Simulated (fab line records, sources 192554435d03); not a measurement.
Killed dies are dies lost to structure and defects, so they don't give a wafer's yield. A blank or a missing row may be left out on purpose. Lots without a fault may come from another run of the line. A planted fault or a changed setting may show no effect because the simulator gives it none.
Split-lot experiment | flow n5_finfet | 7 lots, 21 wafers read, on a route of 1938 steps

THE SPLIT
At N5_FIN_SAQP_COAT_49 (time 60 s, resist thk 100 nm), the setting spin_rpm was moved away from the recipe's 1500 rpm on 8 of the 21 wafers read, by -10.5% to +9.7%. The other wafers ran this setting at the recipe's value.

FROM THE SPLIT TO THE READING: what the file shows between them, 7 steps
- N5_FIN_SAQP_DEVELOP_15: develop time 30 s (also split here: develop_time_s)
- N5_FIN_SAQP_DESCUM_21: chemistry O2, time 7.9 s
- N5_FIN_SAQP_ETCH_51: etches SiARC in CF4, target depth 45.5 nm, time 75.8 s
- N5_FIN_SAQP_ETCH_52: etches SOC in N2/H2, target depth 100 nm, overetch 20 nm, time 150 s
- N5_FIN_SAQP_STRIP_53: strips in N2/H2
- N5_FIN_SAQP_HM_OPEN_73: chemistry CHF3/O2, target SiO2, stops on a-Si, target depth 12 nm, time 16.8 s
- N5_FIN_SAQP_STRIP_74: strips in CHF3/O2

THE READING
SOC_of_FIN_SAQP_COAT_49.thk_nm (the simulator's own value, which no gauge read), in nm, at N5_FIN_SAQP_MANDREL_ETCH_22 (etches a-Si in HBr/Cl2, stops on SiNx, target depth 60 nm, bt time 10 s, time 30 s). The file gives no usual value for it. The 13 wafers here that ran the recipe average 76.11 nm, standard deviation 0.36 nm.

wafer  | tool, chamber at the split | spin_rpm as run, rpm | against the recipe | SOC_of_FIN_SAQP_COAT_49.thk_nm, nm | against lot-mates on the recipe
L075.3 | litho_track-02, 0          | 1431                 | -4.6%              | 78.26                              | +2.35
L075.5 | litho_track-02, 0          | 1500                 | recipe             | 75.91                              | -
L075.6 | litho_track-02, 0          | 1431                 | -4.6%              | 78.17                              | +2.26
L085.1 | litho_track-05, 0          | 1645                 | +9.7%              | 72.13                              | -4.21
L085.5 | litho_track-05, 0          | 1500                 | recipe             | 76.34                              | -
L085.6 | litho_track-05, 0          | 1645                 | +9.7%              | 71.79                              | -4.55
L088.2 | litho_track-01, 0          | 1500                 | recipe             | 75.77                              | -
L088.4 | litho_track-01, 0          | 1500                 | recipe             | 75.95                              | -
L088.6 | litho_track-01, 0          | 1345                 | -10.3%             | 81.23                              | +5.37
L089.1 | litho_track-05, 0          | 1596                 | +6.4%              | 72.97                              | -3.44
L089.4 | litho_track-05, 0          | 1500                 | recipe             | 76.44                              | -
L089.6 | litho_track-05, 0          | 1500                 | recipe             | 76.37                              | -
L093.1 | litho_track-02, 0          | 1342                 | -10.5%             | 82.22                              | +5.97
L093.3 | litho_track-02, 0          | 1500                 | recipe             | 76.38                              | -
L093.6 | litho_track-02, 0          | 1500                 | recipe             | 76.13                              | -
L095.2 | litho_track-05, 0          | 1500                 | recipe             | 75.72                              | -
L095.5 | litho_track-05, 0          | 1500                 | recipe             | 75.5                               | -
L095.6 | litho_track-05, 0          | 1500                 | recipe             | 75.72                              | -
L096.2 | litho_track-05, 0          | 1351                 | -9.9%              | 82.27                              | +5.67
L096.3 | litho_track-05, 0          | 1500                 | recipe             | 76.7                               | -
L096.6 | litho_track-05, 0          | 1500                 | recipe             | 76.5                               | -

THE FIT
A straight line over all 21 wafers: SOC_of_FIN_SAQP_COAT_49.thk_nm changes by -0.505 nm for each +1% of spin_rpm; r = -0.99; the points scatter about the line by 0.48 nm.
The same after taking each lot's own level away (the mean of its wafers on the recipe; 21 wafers): -0.513 nm for each +1%; r = -1.00; scatter 0.26 nm.
On that fit, the largest move of spin_rpm shifts the reading by 5.4 nm.
The lots' own levels span 75.647 to 76.600 nm, that is 2.7 times the standard deviation above.
So the lot-to-lot level changes the slope little: the two slopes agree.
Check: with one of the wafers moved furthest among these (-10.5%) left out of the fit, the line predicts +5.38 nm for it against its lot-mates. It came out at +5.97 nm against them.

OTHER SPLITS ON THESE WAFERS
These wafers also went through other splits before the reading. Each is held against what the fit with the lots' levels taken away leaves over:
other split on the same wafers        | wafers away from the commonest value | r with SOC_of_FIN_SAQP_COAT_49.thk_nm (lot level and that fit taken away)
N5_WELL_APT_COAT_19 spin_rpm          | 11                                   | -0.03
N5_WELL_APT_PEB_23 peb_time_s         | 7                                    | +0.01
N5_FIN_SAQP_HM_DEP_03 time_s          | 3                                    | -0.31
N5_FIN_SAQP_PECVD_06 time_s           | 6                                    | +0.02
N5_FIN_SAQP_DEVELOP_15 develop_time_s | 7                                    | +0.28

THE WHOLE CHAIN: every reading that the file lists as answering this split, in the file's order
step                        | what it does                                                                       | reading                                                                         | change (the file's fit)               | r (the file's)
N5_FIN_SAQP_COAT_49         | time 60 s, resist thk 100 nm                                                       | SOC_of_FIN_SAQP_COAT_49.thk_nm (the simulator's own value, which no gauge read) | -0.518 nm for each +1% of the setting | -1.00
N5_FIN_SAQP_ETCH_52         | etches SOC in N2/H2, target depth 100 nm, overetch 20 nm, time 150 s               | etch.depth_nm (the simulator's own value, which no gauge read)                  | -0.518 nm for each +1% of the setting | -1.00
N5_FIN_SAQP_MANDREL_ETCH_22 | etches a-Si in HBr/Cl2, stops on SiNx, target depth 60 nm, bt time 10 s, time 30 s | SOC_of_FIN_SAQP_COAT_49.thk_nm (the simulator's own value, which no gauge read) | -0.529 nm for each +1% of the setting | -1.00

THE FILE'S OWN FIT
SOC_of_FIN_SAQP_COAT_49.thk_nm changes by -0.529 nm for each +1% of spin_rpm, r = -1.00.
